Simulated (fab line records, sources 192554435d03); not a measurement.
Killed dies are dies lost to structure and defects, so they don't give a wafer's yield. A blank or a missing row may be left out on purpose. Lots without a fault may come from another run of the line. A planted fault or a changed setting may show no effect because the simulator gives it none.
Chamber matching | flow n5_finfet | N5_FIN_SAQP_PECVD_47 on pecvd-03: 3 sister chambers
The step deposits a-Si from SiH4/He, target thk 45 nm, time 36.3 s. 18 wafers are shown with their chamber, then 9 later ones without.

WAFERS WITH THEIR CHAMBER
wafer  | chamber | throttle_valve_pct (%) | heater_power_w (W) | showerhead_plenum_p_Torr (Torr)
L078.3 | 2       | 18.7                   | 797                | 5.70
L078.4 | 2       | 18.9                   | 811                | 5.70
L078.6 | 1       | 19.7                   | 907                | 5.71
L079.2 | 0       | 17.7                   | 814                | 5.68
L079.3 | 1       | 19.4                   | 913                | 5.71
L079.4 | 2       | 18.8                   | 824                | 5.69
L082.1 | 0       | 17.5                   | 959                | 5.70
L082.4 | 2       | 18.9                   | 759                | 5.68
L082.5 | 0       | 17.3                   | 932                | 5.68
L083.2 | 1       | 19.3                   | 982                | 5.71
L083.5 | 0       | 17.4                   | 822                | 5.70
L083.6 | 2       | 18.9                   | 773                | 5.70
L084.1 | 2       | 18.8                   | 725                | 5.69
L084.4 | 2       | 18.7                   | 741                | 5.71
L084.5 | 1       | 19.6                   | 922                | 5.71
L087.3 | 0       | 17.7                   | 896                | 5.69
L087.4 | 2       | 18.7                   | 779                | 5.70
L087.6 | 0       | 17.4                   | 900                | 5.69

SIGNATURES (means of the wafers above)
reading                  | chamber 0 | chamber 1 | chamber 2 | scatter within a chamber
throttle_valve_pct       | 17.500    | 19.500    | 18.800    | 0.141
heater_power_w           | 887.17    | 931.00    | 776.12    | 43.7
showerhead_plenum_p_Torr | 5.6900    | 5.7100    | 5.6963    | 0.00811
Rule: a wafer's distance from a chamber is the root of the sum, over the readings, of the square of ((its reading less the chamber's mean) divided by the reading's scatter). The wafer belongs to the nearest chamber; if the next one is less than 2 further off, it can't be placed. The scatter: the root of (the sum of the squares of (reading less its chamber's mean) over the shown wafers, divided by (wafers less chambers)).

WAFERS WITHOUT THEIR CHAMBER
wafer  | throttle_valve_pct (%) | heater_power_w (W) | showerhead_plenum_p_Torr (Torr)
L089.1 | 17.4                   | 934                | 5.70
L089.2 | 19.7                   | 980                | 5.72
L089.4 | 18.8                   | 777                | 5.68
L092.1 | 19.3                   | 906                | 5.70
L092.2 | 18.9                   | 808                | 5.68
L092.3 | 17.6                   | 950                | 5.68
L094.1 | 17.7                   | 945                | 5.68
L094.4 | 17.6                   | 951                | 5.69
L094.6 | 19.9                   | 845                | 5.70

WHICH CHAMBER EACH WENT THROUGH
wafer  | from the rows above | in truth
L089.1 | 0                   | 0
L089.2 | 1                   | 1
L089.4 | 2                   | 2
L092.1 | 1                   | 1
L092.2 | 2                   | 2
L092.3 | 0                   | 0
L094.1 | 0                   | 0
L094.4 | 0                   | 0
L094.6 | 1                   | 1
Placed correctly: 9 of 9. Can't be placed from these rows: 0. Placed wrongly: 0.
